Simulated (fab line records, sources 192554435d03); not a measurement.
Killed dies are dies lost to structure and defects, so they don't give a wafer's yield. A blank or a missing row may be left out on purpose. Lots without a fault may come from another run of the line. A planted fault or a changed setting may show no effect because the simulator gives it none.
fab line records | flow n5_finfet
record lots=12 wafers=36 last_day=17
route steps=1938 shown MOL_CONTACT_COAG@605 PASSIVATION@1936
lots that met no fault: from a run of the same line without faults
start_h: hours from the record's first day to the start of the lot's first wafer shown | wait_h: hours since the lot's step before | " the same as in the row above | L1.1+2: a row that stands for several wafers | - no value, or no start given | * or withheld: withheld | < > ~ a bound
route shown NAME@n: a module of which the file shows steps, and the number in the route of the first | usual: mean/standard deviation of fault-free wafers | same: alike in all rows | chamber/n: place in a boat | sites: the reading at each site | _std_site: their standard deviation | _edge_site: outer sites' mean less inner sites' | radius_mm: how far each site lies from the wafer's centre | mask NAME#n: copy n | behind: the tool/chamber that last shaped the wafer | hold: why the lot was held/for how many hours/how that ended | device: the transistor (n, p or np) that didn't switch | end of line: the same wafers' tests at the end of the route | a step without rows: its recipe alone | killed: dies lost to structure and defects at the first sort, not the wafer's yield | map: a wafer's dies, x killed, . not, _ none there
set.NAME: the setting as run; set.NAME@STEP: as run at that earlier step | model.NAME: the simulator's own value behind a step, which no gauge read
steps of the route over a sample of lots; a table a step, a row a wafer
services: from which hour (start_h, from the record's first day; less than 0 if before it) a tool's chamber was out of use, for how many hours, and why
## steps
# step N5_MOL_CONTACT_COAG_DESCUM_45
# recipe chemistry=O2 time_s=7 source_power_w=50 bias_power_w=20 pressure_mtorr=20 rf_frequency_hz=2.712e+07 temp_c=40 resist=CAR-EUV o2_flow_sccm=225
# usual drypump_motor_current_A=5.9/0.46 oes_product_au=0.75/0.081 rf_vpp_V=243.0/1.3 showerhead_plenum_p_Torr=2.08/0.066 throttle_valve_pct=20.34/0.23
# columns lot.wafer tool chamber start_h wait_h drypump_motor_current_A oes_product_au rf_hours_counter_h rf_vpp_V showerhead_plenum_p_Torr throttle_valve_pct
L715.1 rie_diel-05 3 100.07 1.7 6.1 0.72 205 245.2 2.14 20.04
L715.2 " 1 " " 5.0 0.74 168 242.5 2.08 20.11
L715.5 " 0 " " 5.9 0.69 - 241.7 1.99 20.32
L716.1 rie_diel-05 3 104.63 0.2 6.2 0.71 207 242.8 2.14 20.05
L716.2 " 0 " " 5.9 0.68 216 242.2 1.99 20.35
L716.3 " 1 " " 5.0 0.73 170 243.3 2.08 20.12
L718.2 rie_diel-04 1 119.30 0.0 6.1 0.71 204 244.5 2.17 20.24
L718.3 " 3 " " 6.0 0.83 94 241.8 2.02 20.12
L718.5 " 0 " " 6.6 0.71 - 242.4 2.18 20.25
L719.2 rie_diel-03 1 126.46 0.1 6.6 0.90 40 244.5 2.04 20.02
L719.3 " 3 " " 5.5 0.93 22 243.0 2.05 20.33
L719.6 " 3 " " 5.5 0.93 - 243.7 2.05 20.34
L721.4 rie_diel-05 3 138.76 0.0 6.1 0.71 217 243.7 2.14 20.07
L721.5 " 1 " " 5.0 0.73 - 242.5 2.07 20.14
L721.6 " 0 " " 5.9 0.67 - 240.2 1.99 20.35
L722.3 rie_diel-03 1 149.20 0.0 6.5 0.89 46 241.9 2.04 20.01
L722.4 " 2 " " 6.0 0.73 210 244.3 2.16 20.91
L722.5 " 2 " " 6.0 0.73 - 244.7 2.16 20.92
L724.2 rie_diel-05 1 154.03 0.0 5.0 0.73 185 244.4 2.07 20.15
L724.4 " 0 " " 5.9 0.67 230 242.7 1.99 20.34
L724.6 " 1 " " 5.0 0.73 - 243.6 2.07 20.14
L731.3 rie_diel-04 1 197.31 0.0 6.1 0.68 240 243.5 2.16 20.30
L731.5 " 3 " " 6.1 0.79 - 240.6 2.01 20.17
L731.6 " 2 " " 6.3 0.70 - 242.7 2.04 20.60
L732.1 rie_diel-03 1 200.22 0.0 6.6 0.85 69 242.0 2.03 20.05
L732.4 " 0 " " 5.3 0.71 199 243.8 2.09 20.52
L732.5 " 2 " " 6.0 0.71 - 243.0 2.15 20.96
L733.2 rie_diel-05 3 211.83 0.0 6.1 0.71 237 243.0 2.13 20.09
L733.4 " 3 " " 6.2 0.70 - 244.7 2.13 20.09
L733.6 " 0 " " 5.9 0.67 - 240.4 1.98 20.39
L737.1 rie_diel-04 0 234.41 0.1 6.6 0.69 222 245.7 2.17 20.29
L737.4 " 2 " " 6.4 0.70 - 242.8 2.04 20.61
L737.6 " 0 " " 6.6 0.69 - 244.6 2.17 20.30
L738.1 rie_diel-04 2 240.11 0.0 6.3 0.69 238 242.1 2.04 20.61
L738.2 " 0 " " 6.6 0.68 225 244.0 2.17 20.30
L738.3 " 3 " " 6.1 0.77 144 241.6 2.01 20.20
# step N5_MOL_CONTACT_COAG_CVD_140
# recipe material=W target_thk_a=665 mode=selective_fill temp_c=300 time_s=215
# usual heater_power_w=478/19
# columns lot.wafer tool chamber start_h wait_h heater_power_w
L715.1 cvd_w-01 1 101.10 0.1 465
L715.2 " 0 " " 465
L715.5 " 1 " " 462
L716.1 cvd_w-01 0 105.59 0.1 456
L716.2 " 1 " " 478
L716.3 " 1 " " 499
L718.2 cvd_w-01 0 120.27 0.1 457
L718.3 " 0 " " 454
L718.5 " 1 " " 476
L719.2 cvd_w-01 1 127.41 0.1 470
L719.3 " 0 " " 456
L719.6 " 1 " " 487
L721.4 cvd_w-02 0 140.10 0.1 516
L721.5 " 0 " " 506
L721.6 " 1 " " 470
L722.3 cvd_w-02 0 150.23 0.1 501
L722.4 " 1 " " 474
L722.5 " 0 " " 512
L724.2 cvd_w-02 1 154.99 0.1 477
L724.4 " 1 " " 473
L724.6 " 1 " " 464
L731.3 cvd_w-02 0 198.48 0.1 521
L731.5 " 1 " " 463
L731.6 " 0 " " 505
L732.1 cvd_w-02 0 201.26 0.1 516
L732.4 " 1 " " 471
L732.5 " 0 " " 508
L733.2 cvd_w-01 0 212.84 0.1 459
L733.4 " 0 " " 457
L733.6 " 0 " " 456
L737.1 cvd_w-02 0 235.38 0.1 514
L737.4 " 0 " " 513
L737.6 " 1 " " 482
L738.1 cvd_w-02 1 241.09 0.1 481
L738.2 " 0 " " 512
L738.3 " 1 " " 468
# step N5_MOL_CONTACT_COAG_CMP_52
# recipe stop_on=SiO2 t_overpolish_s=1.5 post_cmp_clean=w_dilute_nh4oh down_force_psi=4 platen_rpm=50.289 pad_velocity_m_s=1.0006 target_thk_nm=66.5
# usual head_pressure_psi=4.000/0.0092 motor_current_A=12.2/1.2 overpolish_run_s=1.500/0.0085 platen_rpm=50.29/0.034 time_to_endpoint_s=13.8/2.2
# same t_overpolish_s=1.5
# columns lot.wafer tool chamber start_h wait_h head_pressure_psi motor_current_A overpolish_run_s platen_rpm time_to_endpoint_s
L715.1 cmp-01 3 101.57 0.2 4.021 11.9 1.518 50.33 11.9
L715.2 " 2 " " 4.005 11.1 1.492 50.30 12.8
L715.5 " 0 " " 4.009 11.0 1.479 50.29 17.5
L716.2 cmp-02 2 108.79 2.9 4.002 14.5 1.507 50.27 12.7
L716.1 " 3 " " 3.998 12.0 1.501 50.29 10.5
L716.3 " 0 " " 4.008 14.3 1.496 50.32 13.3
L718.3 cmp-02 1 120.63 0.1 3.989 12.0 1.518 50.34 11.9
L718.2 " 2 " " 3.997 13.8 1.501 50.33 12.5
L718.5 " 0 " " 4.011 14.0 1.498 50.34 11.4
L719.2 cmp-01 1 127.74 0.0 3.993 10.6 1.496 50.26 13.8
L719.3 " 0 " " 4.003 12.0 1.501 50.30 13.2
L719.6 " 1 " " 3.992 10.2 1.475 50.18 12.9
L721.4 cmp-01 3 140.41 0.1 4.001 12.5 1.497 50.26 10.8
L721.6 " 1 " " 3.989 10.2 1.505 50.29 16.1
L721.5 " 2 " " 4.012 11.1 1.509 50.26 14.4
L722.3 cmp-02 3 150.47 0.0 3.997 11.9 1.506 50.36 12.9
L722.4 " 1 " " 4.012 12.6 1.498 50.29 19.1
L722.5 " 0 " " 4.001 13.8 1.496 50.27 16.7
L724.4 cmp-01 0 155.34 0.1 3.999 11.5 1.510 50.28 17.0
L724.2 " 1 " " 3.999 10.4 1.502 50.33 17.5
L724.6 " 3 " " 4.002 11.7 1.506 50.24 11.9
L731.3 cmp-01 3 198.84 0.1 3.997 12.5 1.496 48.32 11.4
L731.5 " 0 " " 4.014 11.4 1.511 48.24 14.8
L731.6 " 1 " " 4.003 11.0 1.494 48.29 17.9
L732.4 cmp-01 3 201.62 0.1 4.001 11.8 1.502 48.28 10.2
L732.1 " 1 " " 3.993 10.5 1.496 48.27 13.9
L732.5 " 3 " " 4.000 11.8 1.495 48.32 12.1
L733.2 cmp-02 3 213.20 0.1 4.002 12.2 1.504 50.27 13.6
L733.4 " 1 " " 4.006 12.0 1.510 50.29 15.7
L733.6 " 2 " " 4.002 13.8 1.507 50.29 13.8
L737.1 cmp-02 3 235.86 0.2 4.011 12.1 1.495 50.33 14.1
L737.4 " 1 " " 4.002 12.2 1.497 50.28 16.6
L737.6 " 3 " " 4.011 12.3 1.506 50.38 14.4
L738.2 cmp-02 0 241.42 0.0 4.018 14.2 1.486 50.30 16.3
L738.1 " 1 " " 3.990 12.1 1.511 50.29 17.4
L738.3 " 2 " " 4.002 13.9 1.486 50.32 14.3
# step N5_MOL_CONTACT_COAG_INSPECT_97
# recipe inspect_instrument=darkfield mode=post_anneal
# usual raw_defect_count=47/21
# columns lot.wafer tool chamber start_h wait_h raw_defect_count
L715.1 defect_inspect-01 - 104.93 0.0 34
L715.2 " - " " 26
L715.5 " - " " 24
L716.1 defect_inspect-01 - 112.14 0.0 45
L716.2 " - " " 50
L716.3 " - " " 52
L718.2 defect_inspect-02 - 125.14 0.1 36
L718.3 " - " " 20
L718.5 " - " " 26
L719.2 defect_inspect-02 - 131.10 0.0 36
L719.3 " - " " 69
L719.6 " - " " 57
L721.4 defect_inspect-01 - 143.74 0.1 28
L721.5 " - " " 46
L721.6 " - " " 36
L722.3 defect_inspect-01 - 153.86 0.1 44
L722.4 " - " " 33
L722.5 " - " " 37
L724.2 defect_inspect-01 - 159.84 0.0 39
L724.4 " - " " 54
L724.6 " - " " 29
L731.3 defect_inspect-01 - 204.23 0.1 51
L731.5 " - " " 61
L731.6 " - " " 72
L732.1 defect_inspect-01 - 207.17 0.0 34
L732.4 " - " " 56
L732.5 " - " " 42
L733.2 defect_inspect-01 - 216.53 0.0 33
L733.4 " - " " 28
L733.6 " - " " 54
L737.1 defect_inspect-01 - 242.09 0.0 41
L737.4 " - " " 30
L737.6 " - " " 59
L738.1 defect_inspect-01 - 245.09 0.0 23
L738.2 " - " " 43
L738.3 " - " " 42
# step N5_PASSIVATION_PROBE_49
# usual killed_at_M0_to_M3=34/11 killed_at_M4_up=14/5.7 killed_at_contacts=14/6.9 killed_at_front_end=40/11 killed_at_other=4/3.1 killed_dies=105/17 killed_open=70/13 killed_short=34/7.6
# same gross_dies=1180 killed_at_back_side=0
# columns lot.wafer tool chamber start_h wait_h killed_at_M0_to_M3 killed_at_M4_up killed_at_contacts killed_at_front_end killed_at_other killed_dies killed_open killed_short
L719.2 prober-02 - 298.59 0.1 20 12 16 27 12 87 63 22
L719.3 prober-02 - 298.64 0.1 24 4 6 37 1 72 49 20
L719.6 prober-02 - 298.79 0.3 20 8 11 41 14 94 64 28
L732.1 prober-01 - 381.56 0.0 26 6 23 54 1 110 72 37
L732.4 prober-01 - 381.71 0.2 26 9 30 61 3 129 84 45
L732.5 prober-01 - 381.76 0.2 34 6 20 55 5 120 79 38
# killed by level:class
L719.2 MOL_CONTACT_COAG:geometric_particle:open=12 FIN_SAQP:geometric_particle:open=11 BEOL_M0:geometric_particle:open=6 BEOL_M4:geometric_particle:open=6 BEOL_M0_SAQP:geometric_particle:open=5 MOL_CONTACT_COAG:geometric_particle:short=4 MIM_TOP_ETCH:geometric_particle:short=3 STI_FIN_REVEAL:geometric_particle:open=3
L719.3 FIN_SAQP:geometric_particle:open=12 FIN_SAQP:geometric_particle:short=6 STI_FIN_REVEAL:geometric_particle:open=6 BEOL_M1:geometric_particle:open=6 MOL_CONTACT_COAG:geometric_particle:open=5 BEOL_M1:geometric_particle:short=5 BEOL_M0_SAQP:geometric_particle:open=4 BEOL_M0:geometric_particle:open=4
L719.6 FIN_SAQP:geometric_particle:open=12 MOL_CONTACT_COAG:geometric_particle:open=11 BEOL_M0_SAQP:geometric_particle:short=8 FIN_SAQP:geometric_particle:short=7 STI_FIN_REVEAL:geometric_particle:open=5 BEOL_M4:geometric_particle:open=5 STARTING-WAFER:geometric_particle:open=5 PAD_METAL:geometric_particle:open=4
L732.1 MOL_CONTACT_COAG:geometric_particle:open=18 FIN_SAQP:geometric_particle:short=12 DUMMY_GATE:geometric_particle:open=10 STI_FIN_REVEAL:geometric_particle:open=8 FIN_SAQP:geometric_particle:open=5 MOL_CONTACT_COAG:geometric_particle:short=5 BEOL_M0_SAQP:geometric_particle:open=5 BEOL_M2:geometric_particle:open=5
L732.4 MOL_CONTACT_COAG:geometric_particle:open=24 FIN_SAQP:geometric_particle:short=16 STI_FIN_REVEAL:geometric_particle:open=12 FIN_SAQP:geometric_particle:open=7 STI_FIN_REVEAL:geometric_particle:short=6 DUMMY_GATE:geometric_particle:open=6 MOL_CONTACT_COAG:geometric_particle:short=6 BEOL_M2:geometric_particle:open=6
L732.5 MOL_CONTACT_COAG:geometric_particle:open=15 STI_FIN_REVEAL:geometric_particle:open=12 BEOL_M1:geometric_particle:open=10 FIN_SAQP:geometric_particle:short=7 DUMMY_GATE:geometric_particle:open=7 BEOL_M0_SAQP:geometric_particle:short=7 FIN_SAQP:geometric_particle:open=6 GATE_CUT:geometric_particle:open=6
## services
# columns tool chamber start_h hours kind
cvd_w-02 0 91.73 4.7 repair
rie_diel-03 - 95.44 6.3 repair
cmp-01 - 97.63 0.5 repair
cmp-02 - 104.15 4.2 pm
cmp-01 - 104.41 4.0 pm
cmp-01 - 108.41 - consumable_replace:conditioner
cmp-01 - 108.41 - consumable_replace:pad
rie_diel-04 1 111.29 4.4 repair
rie_diel-04 0 137.60 42.6 repair
cvd_w-01 - 145.74 14.6 pm
cvd_w-02 1 161.18 12.3 repair
rie_diel-05 - 172.74 15.6 pm
rie_diel-05 2 209.68 - clean
rie_diel-05 2 209.68 - consumable_replace:focus_ring
rie_diel-05 2 209.68 - consumable_replace:showerhead
rie_diel-05 2 209.68 16.3 scheduled_down
rie_diel-05 2 209.68 16.3 vent_cycle
cmp-02 - 216.64 14.7 repair
rie_diel-04 - 223.43 2.3 repair
cmp-01 - 225.54 12.0 repair
rie_diel-05 0 226.02 - clean
rie_diel-05 0 226.02 - consumable_replace:focus_ring
rie_diel-05 0 226.02 - consumable_replace:showerhead
rie_diel-05 0 226.02 38.8 scheduled_down
## key
first_sign step=N5_MOL_CONTACT_COAG_CMP_52 reading=platen_rpm direction=down sigmas=58 usual=50.29 struck=48.29
effect none on later readings
met_at N5_MOL_CONTACT_COAG_CMP_52
struck_lots L731,L732
tester_left_out L731,L732
not_acting_at N5_MOL_CONTACT_COAG_DESCUM_45,N5_MOL_CONTACT_COAG_CVD_140,N5_MOL_CONTACT_COAG_INSPECT_97
onset_between 155.34 198.84
fault kind=process_parameter_drift tool=cmp-01 chamber=- onset_h=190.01 steps=N5_MOL_CONTACT_COAG_CMP_52 channel=platen_rpm offset=-2.0116 shape=step end_h=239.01 acts_in=these_recipes_only stated=50.289
# tester_left_out: of these lots the tester's yield and bins aren't shown, on N5 and GAA mostly nor the transistor test; their killed dies are dies lost to structure and defects alone, not to doping, threshold or leakage, so they don't give the yield
